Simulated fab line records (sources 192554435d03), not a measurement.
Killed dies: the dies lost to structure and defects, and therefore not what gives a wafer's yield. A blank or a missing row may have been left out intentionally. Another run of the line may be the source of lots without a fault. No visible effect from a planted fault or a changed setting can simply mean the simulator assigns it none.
A struck lot beside a sound one + flow n5_finfet + 38 steps out of a route of 1938
Sound: the wafers L251.2, L251.4, L251.5. Struck: wafer L249.4 (left out: L249.5, L249.6 of the same lot, which were not struck); the cause appears at the end.
Order at every step that has rows: each side's tool, ch and its chambers, its first start. Under that, the readings that differ: sound wafers + struck wafers + difference of the means + sigmas: that difference in standard deviations of wafers without a fault.
alike: a reading whose means differ by less than 2 such deviations, as well as words and numbers matching on both sides. not compared: withheld readings; readings where some wafer has no value; bounds like >300 that might hide an equal value; numbers whose values overlap and for which the record gives no deviation.
The two part at a step that has a row with sigmas, a row that says differs or no value, or rows on one side only. Non-overlapping numbers with no deviation appear without sigmas and do not part them. A reading that every wafer of one side lacks parts them only if that side has two wafers or more.

first, 9 steps without rows for these wafers: N5_SDB_CMP_30 (polishes, stops on poly-Si, t overpolish 1.54 s, target thk 30 nm); N5_DUMMY_REMOVAL_HM_STRIP_01 (strips SiNx in CH3F/O2, stops on poly-Si, target depth 4 nm, time 6.8 s); N5_DUMMY_REMOVAL_STRIP_10 (strips in N2/H2, time 40 s); N5_DUMMY_REMOVAL_PRECLEAN_07 (cleans in dHF, time 30 s); N5_DUMMY_REMOVAL_DUMMY_REMOVE_02 (chemistry TMAH, target poly-Si, stops on SiO2, target depth 142 nm, time 57 s, rinse time 30 s); N5_DUMMY_REMOVAL_PRECLEAN_08 (cleans in NF3:NH3, afs cycles 2, time 20 s, sublimation time 60 s); N5_DUMMY_REMOVAL_PRECLEAN_04 (cleans in DHF, time 37 s); N5_DUMMY_REMOVAL_SRD_05 (time 30 s); N5_HKMG_FIN_IL_REGROW_00 (material SiO2, chemistry O3, target thk 0.75 nm, time 30 s).
N5_HKMG_FIN_HK_ALD_01: deposits HfO2, target thk 1.6 nm, pulse time 3 s, purge time 3 s.
  sound on ald_hk-02 ch 0,1,2, day 9 17:41; struck on ald_hk-03 ch 0, day 9 05:38
| reading                                      | sound       | struck | difference | sigmas |
|----------------------------------------------|-------------|--------|------------|--------|
| ald_cycles                                   | 30 30 30    | 40     | +10        |        |
| model.HfO2_of_HKMG_FIN_HK_ALD_01.thk_nm (nm) | 1.6 1.6 1.6 | 2.2    | +0.6       |        |
  alike: precursor_pulse_height_rel
then, 26 steps without rows for these wafers: N5_HKMG_FIN_HK_ANNEAL_02 (time 30 s); N5_HKMG_FIN_ALD_74 (deposits La2O3, target thk 0.5 nm, pulse time 6 s, co reactant pulse time 1 s); N5_HKMG_FIN_ALD_75 (deposits Al2O3, target thk 1 nm, co reactant pulse time 1 s); N5_HKMG_FIN_COAT_41 (time 60 s, resist thk 300 nm); N5_HKMG_FIN_COAT_42 (time 60 s, resist thk 35 nm); N5_HKMG_FIN_COAT_43 (resist thk 90 nm); N5_HKMG_FIN_EBR_45; N5_HKMG_FIN_SOFTBAKE_44 (time 60 s); N5_HKMG_FIN_EXPOSE_46 (exposes mask NDIPOLE); N5_HKMG_FIN_PEB_47 (peb time 60 s); N5_HKMG_FIN_DEVELOP_48 (develop time 30 s); N5_HKMG_FIN_DESCUM_53 (chemistry O2, time 7.9 s); N5_HKMG_FIN_ETCH_54 (etches SiARC in CF4, target depth 45.5 nm, time 75.8 s); N5_HKMG_FIN_ETCH_55 (etches SOC in N2/H2, target depth 240 nm, time 300 s); N5_HKMG_FIN_STRIP_56 (strips in N2/H2); N5_HKMG_FIN_STRIP_57 (strips in CF4); N5_HKMG_FIN_ETCH_58 (etches SOC in N2/H2, target depth 215.8 nm, time 741 s); N5_HKMG_FIN_STRIP_93 (strips SOC in N2/H2, time 20 s); N5_HKMG_FIN_WET_ETCH_76 (etches Al2O3 in dNH4OH, stops on La2O3, target depth 2.25 nm, rinse time 30 s); N5_HKMG_FIN_STRIP_60 (strips in N2/H2, time 360 s); N5_HKMG_FIN_WET_ETCH_77 (etches La2O3 in dHCl, stops on HfO2, target depth 2 nm); N5_HKMG_FIN_WET_ETCH_78 (etches Al2O3 in dNH4OH, stops on La2O3, target depth 4.5 nm, rinse time 30 s); N5_HKMG_FIN_ALD_79 (deposits TiN, target thk 1.5 nm, pulse time 1 s, purge time 3 s); N5_HKMG_FIN_CVD_62 (deposits a-Si from Si2H6, target thk 3 nm, time 20.8 s); N5_HKMG_FIN_RTA_80 (time 2 s); N5_HKMG_FIN_PRECLEAN_64 (cleans in dHF, time 30 s).
N5_HKMG_FIN_THK_MEAS_70: measures by xrf.
  sound on film_metro-02 at day 9 21:23; struck on film_metro-01 at day 9 09:38
| reading     | sound             | struck | difference | sigmas |
|-------------|-------------------|--------|------------|--------|
| HK_THK (nm) | 1.625 1.610 1.619 | 2.156  | +0.538     | +30    |
-- record jumps: 4 days separate the struck wafers' starts on either side; left off in module HKMG_FIN, taken up again in module BEOL_M4, whose first shown step is the route's number 1111 --
N5_BEOL_M4_RC_MEAS_101:
  sound on prober-02 ch 0, day 13 16:17; struck on prober-01 ch 0, day 12 22:50
| reading         | sound                | struck | difference | sigmas |
|-----------------|----------------------|--------|------------|--------|
| EOT_N           | 10.56 10.47 10.50    | 11.50  | +0.99      | +11    |
| EOT_P           | 10.48 10.57 10.53    | 11.40  | +0.87      | +10    |
| IGATE_N (nA/um) | 0.0111 0.0120 0.0121 | 0.0004 | -0.0113    | -7     |
| IGATE_P (nA/um) | 0.0033 0.0036 0.0036 | 0.0001 | -0.0034    | -7     |
| ION_N (uA/um)   | 689 680 677          | 664    | -18        | -2     |
  alike: DIBL_N, DIBL_P, IOFF_N, IOFF_P, ION_P, SS_N, SS_P, VT_N, VT_P

## WHERE THEY PART
First at N5_HKMG_FIN_THK_MEAS_70; last, within this record, at N5_BEOL_M4_RC_MEAS_101.

WHY: whatever the simulator had introduced
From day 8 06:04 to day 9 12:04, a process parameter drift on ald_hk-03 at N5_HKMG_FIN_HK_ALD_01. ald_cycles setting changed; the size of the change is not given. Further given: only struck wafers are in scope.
